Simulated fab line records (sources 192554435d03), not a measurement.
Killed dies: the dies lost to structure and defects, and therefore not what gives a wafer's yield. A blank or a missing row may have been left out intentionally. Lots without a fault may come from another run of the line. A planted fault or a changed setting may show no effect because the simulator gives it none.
Split-lot experiment | flow n5 finfet | route with 1938 steps; 7 lots, 39 wafers read

THE SPLIT
At N5_DUMMY_GATE_EXPOSE_12 (exposes mask GATE, target cd 25 nm), the setting dose mj was moved away from the recipe's 34 on 9 of the 39 wafers read, by -7.4% to +2.6%. This setting was run at the recipe's value on the other wafers.

FROM THE SPLIT TO THE READING: what the file shows between them, 2 steps
- N5_DUMMY_GATE_PEB_13: peb time 60 s
- N5_DUMMY_GATE_DEVELOP_14: develop time 30 s

THE READING
At N5_DUMMY_GATE_CD_MEAS_15: cd nm in nanometres, against a target cd of 25.8 nm. Typical for fault-free wafers on this fab line: 25.05 nm, with standard deviation 0.24 nm.

wafer  | tool, chamber at the split | dose mj as run | against the recipe | cd nm, nm | against lot-mates on the recipe
L076.2 | euv scanner-01, 0          | 34             | recipe             | 24.66     | -
L076.5 | euv scanner-01, 0          | 34             | recipe             | 24.91     | -
L076.6 | euv scanner-01, 0          | 34             | recipe             | 25.02     | -
L081.1 | euv scanner-02, 0          | 34             | recipe             | 25.03     | -
L081.2 | euv scanner-02, 0          | 34             | recipe             | 25.19     | -
L081.3 | euv scanner-02, 0          | 34             | recipe             | 25.08     | -
L081.4 | euv scanner-02, 0          | 34             | recipe             | 25.28     | -
L081.5 | euv scanner-02, 0          | 34             | recipe             | 24.93     | -
L081.6 | euv scanner-02, 0          | 34             | recipe             | 25.02     | -
L082.1 | euv scanner-02, 0          | 34             | recipe             | 25.41     | -
L082.2 | euv scanner-02, 0          | 32.81          | -3.5%              | 25.92     | +0.64
L082.3 | euv scanner-02, 0          | 32.81          | -3.5%              | 25.82     | +0.54
L082.4 | euv scanner-02, 0          | 32.81          | -3.5%              | 25.79     | +0.51
L082.5 | euv scanner-02, 0          | 34             | recipe             | 25.22     | -
L082.6 | euv scanner-02, 0          | 34             | recipe             | 25.20     | -
L083.1 | euv scanner-02, 0          | 31.5           | -7.4%              | 26.69     | +1.38
L083.2 | euv scanner-02, 0          | 34             | recipe             | 25.39     | -
L083.3 | euv scanner-02, 0          | 31.5           | -7.4%              | 26.74     | +1.43
L083.4 | euv scanner-02, 0          | 34             | recipe             | 25.42     | -
L083.5 | euv scanner-02, 0          | 31.5           | -7.4%              | 26.61     | +1.30
L083.6 | euv scanner-02, 0          | 34             | recipe             | 25.11     | -
L089.1 | euv scanner-02, 0          | 34             | recipe             | 25.13     | -
L089.2 | euv scanner-02, 0          | 34             | recipe             | 24.99     | -
L089.3 | euv scanner-02, 0          | 34             | recipe             | 24.62     | -
L089.4 | euv scanner-02, 0          | 34             | recipe             | 24.93     | -
L089.5 | euv scanner-02, 0          | 34             | recipe             | 24.84     | -
L089.6 | euv scanner-02, 0          | 34             | recipe             | 24.44     | -
L090.1 | euv scanner-01, 0          | 34             | recipe             | 25.01     | -
L090.2 | euv scanner-01, 0          | 34.9           | +2.6%              | 24.38     | -0.72
L090.3 | euv scanner-01, 0          | 34.9           | +2.6%              | 24.36     | -0.74
L090.4 | euv scanner-01, 0          | 34             | recipe             | 25.33     | -
L090.5 | euv scanner-01, 0          | 34.9           | +2.6%              | 24.66     | -0.44
L090.6 | euv scanner-01, 0          | 34             | recipe             | 24.95     | -
L093.1 | euv scanner-01, 0          | 34             | recipe             | 25.60     | -
L093.2 | euv scanner-01, 0          | 34             | recipe             | 25.33     | -
L093.3 | euv scanner-01, 0          | 34             | recipe             | 25.10     | -
L093.4 | euv scanner-01, 0          | 34             | recipe             | 24.99     | -
L093.5 | euv scanner-01, 0          | 34             | recipe             | 25.27     | -
L093.6 | euv scanner-01, 0          | 34             | recipe             | 25.22     | -

THE FIT
A straight line over all 39 wafers: cd nm changes by -0.219 nm for each +1% of dose mj; r = -0.91; the points scatter about the line by 0.23 nm.
The same after taking each lot's own level away (the mean of its wafers on the recipe; 39 wafers): -0.19 nm for each +1%; r = -0.94; scatter 0.16 nm.
On that fit, the largest move of dose mj shifts the reading by 1.4 nm.
The lots' own levels span 24.825 to 25.307 nm, that is 2.0 times the standard deviation above.
Thus the slope moves with the lot-to-lot level: the two fits are different.
Check: for one of the wafers moved furthest among these (-7.4%), held out of the fit, the line's prediction against its lot-mates is +1.37 nm. It came out at +1.38 nm against them.

OTHER SPLITS ON THESE WAFERS
Note: prior to the reading, these wafers also went through further splits. Each is held against what the fit with the lots' levels taken away leaves over:
other split on the same wafers | wafers away from the commonest value | r with cd nm (lot level and that fit taken away)
N5_FIN_SAQP_ETCH_65 time s     | 12                                   | +0.06

THE FILE'S OWN FIT
cd nm changes by -0.187 nm for each +1% of dose mj, r = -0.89.
